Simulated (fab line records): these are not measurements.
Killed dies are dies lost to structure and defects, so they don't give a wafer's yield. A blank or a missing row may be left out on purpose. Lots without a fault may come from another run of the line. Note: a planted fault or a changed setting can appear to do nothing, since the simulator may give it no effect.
fab line records	flow nandHarc
record: lots: 24	wafers: 72	lastDay: 33
route steps=1302 shown A_CONTACT@1088 A_M0@1163 A_M1@1179
lots that met no fault: taken from a fault-free run of the same line
startH: hours from the record's first day to the start of the lot's first wafer shown	waitH: hours since the lot's step before	" same as the row above	L1.1+2: a row that stands for several wafers	- no value present, or no start provided	* or withheld: withheld	< > ~ a bound
route shown NAME@n: a module of which the file shows steps, and the number in the route of the first	usual: mean and standard deviation over wafers with no fault	same: alike in all rows	chamber/n: place in a boat	sites: each site's reading	_std_site: the standard deviation of these	_edge_site: the outer-site mean with the inner-site mean subtracted	radiusMm: how far each site lies from the wafer's centre	mask NAME#n: copy n	behind: tool/chamber where the wafer was last shaped	hold: cause of the lot's hold/its duration in hours/its outcome	device: the transistor (n, p or np) that didn't switch	end of line: the tests these same wafers got at the end of their route	a step with no rows: only its recipe	killed: dies that structure and defects cost at the first sort, which is not the same as the wafer's yield	map: shows each die of a wafer: x if killed, . if not, _ if none is there
set.NAME: the setting that was run; set.NAME@STEP: the one run at that earlier step	model.NAME: the simulator's own value behind a step, which no gauge read
a sample of lots followed through the steps of the route, with each step as a table and each wafer as a row
services: a tool's chamber out of use, with start hour (startH, from the record's first day; less than 0 if before it), hours out, and reason
== steps ==
step: NHARC_A_CONTACT_ETCH_136
recipe: sourceW: withheld	pressureMtorr: 20	biasV: 1200	timeS: 311	targetDepthA: 19120	arFlowSccm: withheld	c4f8FlowSccm: withheld	o2FlowSccm: withheld	chemistry: C4F8/O2/Ar
lot.wafer	tool	chamber	startH	waitH	rfHoursCounterH
L074.3	harCapEtch-03	1	504.75	0.2	-
L074.6	"	0	"	"	-
L074.5	"	1	"	"	-
L075.1	harCapEtch-01	1	517.16	0.2	0
L075.6	"	0	"	"	-
L075.5	"	1	"	"	-
L076.1	harCapEtch-02	0	526.05	0.2	97
L076.3	"	0	"	"	-
L076.6	"	1	"	"	-
L077.2	harCapEtch-03	1	530.72	0.2	48
L077.4	"	1	"	"	-
L077.6	"	0	"	"	-
L078.2	harCapEtch-01	1	532.04	0.2	4
L078.4	"	1	"	"	-
L078.6	"	0	"	"	-
L079.2	harCapEtch-03	1	558.12	0.2	51
L079.1	"	0	"	"	51
L079.6	"	0	"	"	-
L081.4	harCapEtch-01	1	577.17	0.2	-
L081.5	"	1	"	"	-
L081.6	"	0	"	"	-
L080.2	harCapEtch-03	1	578.47	0.2	54
L080.3	"	0	"	"	-
L080.5	"	1	"	"	-
L082.2	harCapEtch-02	1	593.60	0.3	107
L082.4	"	1	"	"	-
L082.6	"	0	"	"	-
L084.2	harCapEtch-01	1	612.35	0.2	17
L084.3	"	0	"	"	-
L084.6	"	0	"	"	-
L083.2	harCapEtch-03	1	619.21	0.2	62
L083.1	"	0	"	"	62
L083.4	"	1	"	"	-
L085.1	harCapEtch-02	1	624.76	0.2	114
L085.3	"	0	"	"	-
L085.6	"	0	"	"	-
L087.1	harCapEtch-01	0	627.06	0.2	20
L087.4	"	1	"	"	-
L087.3	"	0	"	"	-
L086.1	harCapEtch-02	1	629.08	0.2	115
L086.6	"	1	"	"	-
L086.5	"	0	"	"	-
L089.1	harCapEtch-01	0	645.64	0.3	24
L089.2	"	1	"	"	24
L089.3	"	0	"	"	-
L088.4	harCapEtch-03	1	647.86	0.2	-
L088.3	"	0	"	"	-
L088.6	"	1	"	"	-
L090.2	harCapEtch-01	1	669.70	0.2	28
L090.1	"	0	"	"	28
L090.5	"	1	"	"	-
L091.2	harCapEtch-03	1	671.42	0.2	70
L091.1	"	0	"	"	70
L091.3	"	0	"	"	-
L093.1	harCapEtch-01	0	701.55	0.2	33
L093.3	"	1	"	"	-
L093.5	"	0	"	"	-
L094.4	harCapEtch-03	1	704.12	0.3	-
L094.3	"	0	"	"	-
L094.5	"	1	"	"	-
L092.2	harCapEtch-02	1	705.69	0.2	129
L092.4	"	1	"	"	-
L092.6	"	1	"	"	-
L095.2	harCapEtch-03	0	721.27	0.3	79
L095.3	"	0	"	"	-
L095.6	"	0	"	"	-
L096.1	harCapEtch-02	1	722.66	0.2	132
L096.2	"	0	"	"	132
L096.4	"	1	"	"	-
L097.4	harCapEtch-01	0	735.00	0.2	-
L097.6	"	0	"	"	-
L097.5	"	1	"	"	-
step: NHARC_A_CONTACT_ALD_18
recipe: targetThkA: 30	pulseTimeS: 1	aldCycles: 150	tempC: 450	material: TiN
usual: heaterPowerW: 1066/100	precursorPulseHeightRel: 1.000/0.018
same: pulseTimeS: 1
lot.wafer	tool	chamber	startH	waitH	heaterPowerW	precursorPulseHeightRel
L074.3	aldMetal-02	2	507.18	-	1049	0.973
L074.5	"	0	"	"	1189	0.965
L074.6	"	1	"	"	1279	1.013
L075.1	aldMetal-04	1	519.65	-	1007	0.997
L075.6	"	1	"	"	1025	1.003
L075.5	"	2	"	"	903	0.995
L076.3	aldMetal-02	1	528.55	-	1283	0.976
L076.1	"	3	"	"	980	0.987
L076.6	"	1	"	"	1265	0.997
L077.2	aldMetal-02	2	533.23	-	1071	0.990
L077.4	"	0	"	"	1169	1.011
L077.6	"	1	"	"	1266	0.982
L078.2	aldMetal-04	3	534.99	-	1125	0.994
L078.4	"	0	"	"	1021	1.029
L078.6	"	2	"	"	923	0.988
L079.2	aldMetal-02	0	560.65	-	1197	1.003
L079.1	"	3	"	"	985	0.987
L079.6	"	1	"	"	1286	1.001
L081.4	aldMetal-02	0	579.77	-	1158	1.027
L081.6	"	2	"	"	1061	1.006
L081.5	"	3	"	"	966	0.994
L080.2	aldMetal-04	1	581.11	-	1027	0.996
L080.3	"	2	"	"	925	0.954
L080.5	"	0	"	"	993	1.006
L082.2	aldMetal-04	0	596.52	-	1007	1.028
L082.4	"	2	"	"	941	0.985
L082.6	"	1	"	"	1015	1.010
L084.3	aldMetal-04	2	614.93	-	917	1.021
L084.2	"	3	"	"	1137	0.981
L084.6	"	2	"	"	918	0.953
L083.4	aldMetal-02	1	621.74	-	1196	0.991
L083.1	"	3	"	"	995	0.996
L083.2	"	0	"	"	1124	1.038
L085.1	aldMetal-02	0	627.32	-	1112	1.006
L085.3	"	3	"	"	985	0.989
L085.6	"	0	"	"	1117	1.001
L087.1	aldMetal-04	3	629.55	-	1149	0.997
L087.3	"	1	"	"	1014	0.994
L087.4	"	2	"	"	919	0.983
L086.1	aldMetal-01	0	631.79	-	997	1.012
L086.5	"	2	"	"	1077	0.996
L086.6	"	3	"	"	1056	1.032
L089.2	aldMetal-04	0	648.67	-	1037	0.944
L089.1	"	1	"	"	1003	1.001
L089.3	"	2	"	"	908	1.001
L088.3	aldMetal-02	1	650.32	-	1208	1.020
L088.4	"	3	"	"	974	1.002
L088.6	"	1	"	"	1175	0.978
L090.1	aldMetal-04	2	672.25	-	853	0.998
L090.2	"	3	"	"	1086	0.972
L090.5	"	2	"	"	882	0.980
L091.3	aldMetal-02	2	674.34	-	1087	1.014
L091.2	"	0	"	"	1114	1.007
L091.1	"	1	"	"	1189	1.015
L093.1	aldMetal-04	1	704.31	-	1060	1.011
L093.3	"	3	"	"	1061	1.007
L093.5	"	2	"	"	855	1.002
L094.4	aldMetal-02	3	706.90	-	977	0.996
L094.3	"	0	"	"	1129	0.973
L094.5	"	0	"	"	1082	1.006
L092.2	aldMetal-02	1	708.28	-	1206	0.990
L092.4	"	2	"	"	1092	1.001
L092.6	"	2	"	"	1105	1.016
L095.3	aldMetal-02	1	724.19	-	1176	0.994
L095.2	"	2	"	"	1097	1.005
L095.6	"	0	"	"	1116	0.989
L096.2	aldMetal-04	1	725.52	-	1059	1.001
L096.4	"	3	"	"	1036	1.014
L096.1	"	0	"	"	969	1.018
L097.4	aldMetal-04	3	737.49	-	1052	0.997
L097.5	"	2	"	"	867	0.985
L097.6	"	3	"	"	1061	1.012
step: NHARC_A_CONTACT_CMP_20
recipe: tOverpolishS: 30	targetThkNm: 300
usual: motorCurrentA: 12.3/1.4	overpolishRunS: 30.000/0.009	slurryFilterDpKPa: 13.49/0.15	timeToEndpointS: 61/4.1
lot.wafer	tool	chamber	startH	waitH	motorCurrentA	overpolishRunS	slurryFilterDpKPa	timeToEndpointS
L074.3	cmp-01	1	508.25	0.4	15.2	30.000	13.50	57
L074.5	"	0	"	"	11.4	29.998	13.48	55
L074.6	"	1	"	"	14.5	30.003	13.64	55
L075.1	cmp-01	0	520.78	0.7	10.3	29.989	13.46	56
L075.6	"	2	"	"	13.3	30.003	13.40	59
L075.5	"	3	"	"	11.0	30.018	13.31	63
L076.3	cmp-03	3	529.64	0.4	11.4	29.995	13.66	64
L076.1	"	1	"	"	13.7	30.004	13.56	69
L076.6	"	2	"	"	10.4	30.000	13.46	68
L077.4	cmp-01	1	534.33	0.5	15.0	30.007	13.57	59
L077.2	"	3	"	"	10.5	29.988	13.62	62
L077.6	"	2	"	"	12.3	29.996	13.61	61
L078.2	cmp-04	2	536.04	0.6	11.8	30.002	13.39	62
L078.4	"	0	"	"	12.8	30.002	13.53	60
L078.6	"	2	"	"	11.9	29.997	13.53	64
L079.1	cmp-01	0	561.73	0.8	10.7	30.009	13.38	58
L079.2	"	3	"	"	10.9	29.998	13.36	59
L079.6	"	1	"	"	14.6	29.985	13.47	57
L081.4	cmp-03	1	580.86	0.6	14.1	30.005	13.49	65
L081.5	"	3	"	"	10.5	29.993	13.37	62
L081.6	"	0	"	"	13.0	30.003	13.45	64
L080.2	cmp-03	3	582.18	0.8	11.0	30.000	13.22	61
L080.3	"	1	"	"	13.7	30.003	13.50	69
L080.5	"	2	"	"	9.9	30.005	13.75	66
L082.4	cmp-03	1	597.66	0.6	13.8	30.006	13.58	70
L082.2	"	2	"	"	10.0	30.013	13.85	69
L082.6	"	3	"	"	10.9	30.016	13.48	66
L084.3	cmp-01	1	616.02	0.4	14.4	29.998	13.39	56
L084.2	"	2	"	"	13.6	29.994	13.52	58
L084.6	"	2	"	"	13.2	30.016	13.76	59
L083.4	cmp-03	2	622.83	0.5	10.7	30.000	13.40	64
L083.2	"	0	"	"	13.9	30.010	13.54	65
L083.1	"	1	"	"	13.1	30.005	13.68	67
L085.3	cmp-01	3	628.41	0.4	10.9	30.001	13.33	61
L085.1	"	2	"	"	13.5	29.998	13.61	59
L085.6	"	3	"	"	11.0	30.009	13.53	59
L087.3	cmp-03	0	630.66	0.5	13.6	29.999	13.41	60
L087.4	"	1	"	"	13.2	30.015	13.36	67
L087.1	"	2	"	"	10.3	29.996	13.59	64
L086.1	cmp-03	1	632.89	0.8	13.5	29.997	13.65	68
L086.5	"	3	"	"	10.9	29.986	13.24	57
L086.6	"	0	"	"	14.0	30.024	13.56	66
L089.1	cmp-04	2	649.74	0.6	12.6	30.015	13.57	62
L089.3	"	3	"	"	13.6	30.003	13.75	62
L089.2	"	1	"	"	12.6	30.008	13.26	58
L088.4	cmp-03	1	651.42	0.4	13.6	29.988	13.54	65
L088.3	"	3	"	"	10.4	29.988	13.69	59
L088.6	"	1	"	"	13.9	30.004	13.53	64
L090.1	cmp-04	2	673.31	0.6	12.5	29.998	13.35	59
L090.2	"	1	"	"	11.6	30.016	13.75	55
L090.5	"	2	"	"	12.4	29.969	13.69	60
L091.3	cmp-03	3	675.43	0.4	10.9	29.994	13.28	60
L091.2	"	1	"	"	13.0	30.006	13.48	67
L091.1	"	2	"	"	10.7	30.012	13.34	65
L093.1	cmp-03	3	705.44	0.7	11.3	29.998	13.46	64
L093.3	"	0	"	"	13.6	30.007	13.64	66
L093.5	"	2	"	"	10.1	30.001	13.56	72
L094.4	cmp-01	0	708.02	0.5	11.0	30.001	13.63	56
L094.3	"	1	"	"	14.8	29.998	13.24	57
L094.5	"	3	"	"	11.5	29.990	13.49	62
L092.4	cmp-04	2	709.40	0.4	11.8	30.001	13.82	60
L092.2	"	0	"	"	13.1	30.003	13.51	60
L092.6	"	1	"	"	12.4	29.990	13.49	56
L095.3	cmp-03	1	725.28	0.4	13.8	29.999	13.36	63
L095.2	"	3	"	"	10.6	30.009	13.49	58
L095.6	"	1	"	"	13.2	30.006	13.37	64
L096.1	cmp-04	0	726.60	0.8	13.0	29.991	13.42	59
L096.2	"	1	"	"	12.1	29.998	13.68	54
L096.4	"	2	"	"	11.8	30.001	13.32	60
L097.4	cmp-03	2	738.61	0.6	10.2	30.004	13.75	62
L097.5	"	0	"	"	13.5	29.988	13.34	60
L097.6	"	1	"	"	13.8	29.991	13.26	64
step: NHARC_A_M0_THK_MEAS_24
recipe: thkMeasGauge: xrf
usual: thkNm: 113.7/1.6
lot.wafer	tool	chamber	startH	waitH	thkNm
L074.3	filmMetro-02	-	515.66	-	111.1
L074.5	"	-	"	"	112.3
L074.6	"	-	"	"	112.9
L075.1	filmMetro-01	-	528.05	-	112.0
L075.5	"	-	"	"	114.3
L075.6	"	-	"	"	113.4
L076.1	filmMetro-01	-	537.18	-	113.8
L076.3	"	-	"	"	115.5
L076.6	"	-	"	"	113.7
L077.2	filmMetro-01	-	541.68	-	111.9
L077.4	"	-	"	"	117.0
L077.6	"	-	"	"	111.9
L078.2	filmMetro-01	-	543.54	-	114.0
L078.4	"	-	"	"	113.6
L078.6	"	-	"	"	112.9
L079.1	filmMetro-02	-	569.06	-	112.3
L079.2	"	-	"	"	113.8
L079.6	"	-	"	"	112.0
L081.4	filmMetro-01	-	588.30	-	113.2
L081.5	"	-	"	"	115.7
L081.6	"	-	"	"	114.6
L080.2	filmMetro-02	-	589.64	-	114.8
L080.3	"	-	"	"	116.5
L080.5	"	-	"	"	114.4
L082.2	filmMetro-02	-	605.54	-	116.4
L082.4	"	-	"	"	114.4
L082.6	"	-	"	"	113.2
L084.2	filmMetro-02	-	623.36	-	116.3
L084.3	"	-	"	"	111.9
L084.6	"	-	"	"	111.8
L083.1	filmMetro-01	-	630.04	-	112.5
L083.2	"	-	"	"	114.5
L083.4	"	-	"	"	112.9
L085.1	filmMetro-02	-	635.93	-	115.1
L085.3	"	-	"	"	114.8
L085.6	"	-	"	"	112.9
L087.1	filmMetro-01	-	638.08	-	112.2
L087.3	"	-	"	"	113.0
L087.4	"	-	"	"	114.7
L086.1	filmMetro-01	-	640.33	-	113.6
L086.5	"	-	"	"	112.6
L086.6	"	-	"	"	114.3
L089.1	filmMetro-02	-	657.35	-	115.1
L089.2	"	-	"	"	113.8
L089.3	"	-	"	"	109.2
L088.3	filmMetro-01	-	658.99	-	112.7
L088.4	"	-	"	"	112.1
L088.6	"	-	"	"	112.9
L090.1	filmMetro-02	-	681.39	-	115.7
L090.2	"	-	"	"	117.0
L090.5	"	-	"	"	115.7
L091.1	filmMetro-02	-	682.76	-	114.1
L091.2	"	-	"	"	111.0
L091.3	"	-	"	"	115.1
L093.1	filmMetro-02	-	712.77	-	114.0
L093.3	"	-	"	"	112.3
L093.5	"	-	"	"	115.5
L094.3	filmMetro-02	-	715.44	-	114.7
L094.4	"	-	"	"	110.8
L094.5	"	-	"	"	111.3
L092.2	filmMetro-01	-	722.89	-	113.3
L092.4	"	-	"	"	111.6
L092.6	"	-	"	"	111.5
L095.2	filmMetro-02	-	732.79	-	113.6
L095.3	"	-	"	"	111.3
L095.6	"	-	"	"	115.7
L096.1	filmMetro-01	-	733.97	-	114.6
L096.2	"	-	"	"	113.3
L096.4	"	-	"	"	110.6
L097.4	filmMetro-02	-	745.89	-	113.8
L097.5	"	-	"	"	113.5
L097.6	"	-	"	"	113.9
step: NHARC_A_M0_PRE_CLEAN_31
recipe: timeS: 12	tempC: 370	rfPowerW: 300	gas: NH3
usual: heaterPowerW: 651/75
lot.wafer	tool	chamber	startH	waitH	heaterPowerW
L074.3	pecvd-04	1	515.90	0.1	551
L074.5	"	1	"	"	540
L074.6	"	2	"	"	599
L075.1	pecvd-04	0	528.28	0.1	679
L075.6	"	0	"	"	662
L075.5	"	1	"	"	566
L076.3	pecvd-04	0	537.40	0.1	564
L076.1	"	2	"	"	595
L076.6	"	2	"	"	596
L077.2	pecvd-01	1	541.90	0.1	784
L077.4	"	1	"	"	764
L077.6	"	2	"	"	715
L078.2	pecvd-04	1	543.79	0.1	591
L078.6	"	2	"	"	608
L078.4	"	1	"	"	602
L079.1	pecvd-04	2	569.30	0.1	648
L079.2	"	0	"	"	667
L079.6	"	1	"	"	608
L081.4	pecvd-03	2	588.56	0.1	557
L081.6	"	0	"	"	742
L081.5	"	1	"	"	674
L080.3	pecvd-03	0	589.87	0.1	768
L080.2	"	1	"	"	653
L080.5	"	2	"	"	491
L082.2	pecvd-04	0	605.79	0.1	666
L082.6	"	2	"	"	639
L082.4	"	0	"	"	669
L084.3	pecvd-04	2	623.58	0.1	646
L084.2	"	1	"	"	580
L084.6	"	0	"	"	700
L083.1	pecvd-01	1	630.28	0.1	787
L083.2	"	2	"	"	743
L083.4	"	2	"	"	741
L085.3	pecvd-03	1	636.16	0.1	622
L085.1	"	2	"	"	528
L085.6	"	1	"	"	622
L087.3	pecvd-01	0	638.32	0.1	752
L087.1	"	1	"	"	642
L087.4	"	1	"	"	670
L086.1	pecvd-03	1	640.57	0.1	657
L086.6	"	1	"	"	670
L086.5	"	2	"	"	507
L089.3	pecvd-04	1	657.58	0.1	611
L089.1	"	2	"	"	652
L089.2	"	0	"	"	622
L088.3	pecvd-01	0	659.24	0.1	732
L088.4	"	1	"	"	789
L088.6	"	2	"	"	720
L090.1	pecvd-04	1	681.63	0.1	609
L090.2	"	2	"	"	639
L090.5	"	2	"	"	651
L091.1	pecvd-03	1	682.98	0.1	700
L091.3	"	2	"	"	572
L091.2	"	0	"	"	795
L093.3	pecvd-01	0	713.01	0.1	686
L093.1	"	2	"	"	713
L093.5	"	1	"	"	768
L094.3	pecvd-01	2	715.69	0.1	651
L094.5	"	0	"	"	643
L094.4	"	2	"	"	653
L092.2	pecvd-01	2	723.14	0.1	612
L092.6	"	0	"	"	691
L092.4	"	1	"	"	703
L095.3	pecvd-04	1	733.15	0.2	561
L095.2	"	2	"	"	547
L095.6	"	0	"	"	692
L096.2	pecvd-04	0	734.19	0.1	601
L096.1	"	1	"	"	512
L096.4	"	1	"	"	501
L097.5	pecvd-04	1	746.15	0.1	602
L097.4	"	2	"	"	617
L097.6	"	0	"	"	718
step: NHARC_A_M1_CD_MEAS_09
recipe: targetCdNm: 120	landingEnergyEv: 500
usual: cdNm: 120.3/0.54
lot.wafer	tool	chamber	startH	waitH	cdNm
L074.3	cdSem-03	0	517.21	-	119.7
L074.5	"	0	"	"	119.3
L074.6	"	0	"	"	119.3
L075.1	cdSem-01	0	529.58	-	120.7
L075.5	"	0	"	"	121.2
L075.6	"	0	"	"	120.6
L076.1	cdSem-02	0	538.76	-	120.8
L076.3	"	0	"	"	120.3
L076.6	"	0	"	"	119.3
L077.2	cdSem-03	0	543.12	-	119.5
L077.4	"	0	"	"	120.2
L077.6	"	0	"	"	120.4
L078.2	cdSem-03	0	545.09	-	120.4
L078.4	"	0	"	"	120.6
L078.6	"	0	"	"	120.2
L079.1	cdSem-02	0	570.62	-	120.4
L079.2	"	0	"	"	121.0
L079.6	"	0	"	"	120.4
L081.4	cdSem-03	0	589.75	-	120.9
L081.5	"	0	"	"	120.4
L081.6	"	0	"	"	120.6
L080.2	cdSem-01	0	591.18	-	120.8
L080.3	"	0	"	"	119.9
L080.5	"	0	"	"	121.5
L082.2	cdSem-03	0	607.09	-	120.8
L082.4	"	0	"	"	120.0
L082.6	"	0	"	"	120.1
L084.2	cdSem-03	0	624.91	-	120.4
L084.3	"	0	"	"	119.7
L084.6	"	0	"	"	119.8
L083.1	cdSem-03	0	631.61	-	120.9
L083.2	"	0	"	"	119.9
L083.4	"	0	"	"	120.0
L085.1	cdSem-03	0	637.35	-	119.8
L085.3	"	0	"	"	120.0
L085.6	"	0	"	"	120.1
L087.1	cdSem-03	0	639.63	-	120.2
L087.3	"	0	"	"	120.2
L087.4	"	0	"	"	120.4
L086.1	cdSem-01	0	641.83	-	118.9
L086.5	"	0	"	"	120.5
L086.6	"	0	"	"	120.0
L089.1	cdSem-02	0	658.77	-	120.4
L089.2	"	0	"	"	119.8
L089.3	"	0	"	"	120.1
L088.3	cdSem-03	0	660.56	-	120.6
L088.4	"	0	"	"	120.0
L088.6	"	0	"	"	120.6
L090.1	cdSem-03	0	682.95	-	120.0
L090.2	"	0	"	"	120.4
L090.5	"	0	"	"	119.3
L091.1	cdSem-03	0	684.31	-	121.7
L091.2	"	0	"	"	120.0
L091.3	"	0	"	"	121.7
L093.1	cdSem-03	0	714.19	-	120.5
L093.3	"	0	"	"	119.4
L093.5	"	0	"	"	120.4
L094.3	cdSem-01	0	716.98	-	120.8
L094.4	"	0	"	"	119.8
L094.5	"	0	"	"	120.4
L092.2	cdSem-02	0	724.45	-	120.4
L092.4	"	0	"	"	120.4
L092.6	"	0	"	"	119.7
L095.2	cdSem-01	0	734.44	-	120.1
L095.3	"	0	"	"	119.9
L095.6	"	0	"	"	119.6
L096.1	cdSem-01	0	735.37	-	120.7
L096.2	"	0	"	"	119.6
L096.4	"	0	"	"	120.9
L097.4	cdSem-02	0	747.45	-	120.1
L097.5	"	0	"	"	120.3
L097.6	"	0	"	"	119.5
== services ==
tool	chamber	startH	hours	kind
cmp-01	-	481.01	4.0	pm
cmp-04	-	490.61	3.1	repair
pecvd-01	-	492.40	13.0	pm
harCapEtch-01	-	497.00	17.0	pm
cmp-04	-	504.72	4.0	pm
cmp-04	-	516.93	0.8	repair
aldMetal-04	0	524.37	7.4	repair
cmp-04	-	533.33	2.2	repair
cmp-04	-	545.61	0.4	repair
cmp-03	-	554.13	4.0	pm
cmp-03	-	561.17	2.1	repair
cmp-01	-	579.01	4.0	pm
cmp-03	-	601.50	1.8	repair
aldMetal-02	-	610.00	10.0	pm
pecvd-04	-	631.37	13.0	pm
aldMetal-04	-	652.00	10.0	pm
cmp-03	-	652.13	4.0	pm
pecvd-01	-	673.40	13.0	pm
cmp-01	-	677.01	4.0	pm
cmp-03	-	686.04	1.0	repair
cmp-01	-	699.21	0.6	repair
cmp-01	-	717.69	1.1	repair
cmp-01	-	735.69	7.8	repair
cmp-03	-	742.16	2.5	repair
== key ==
fault none
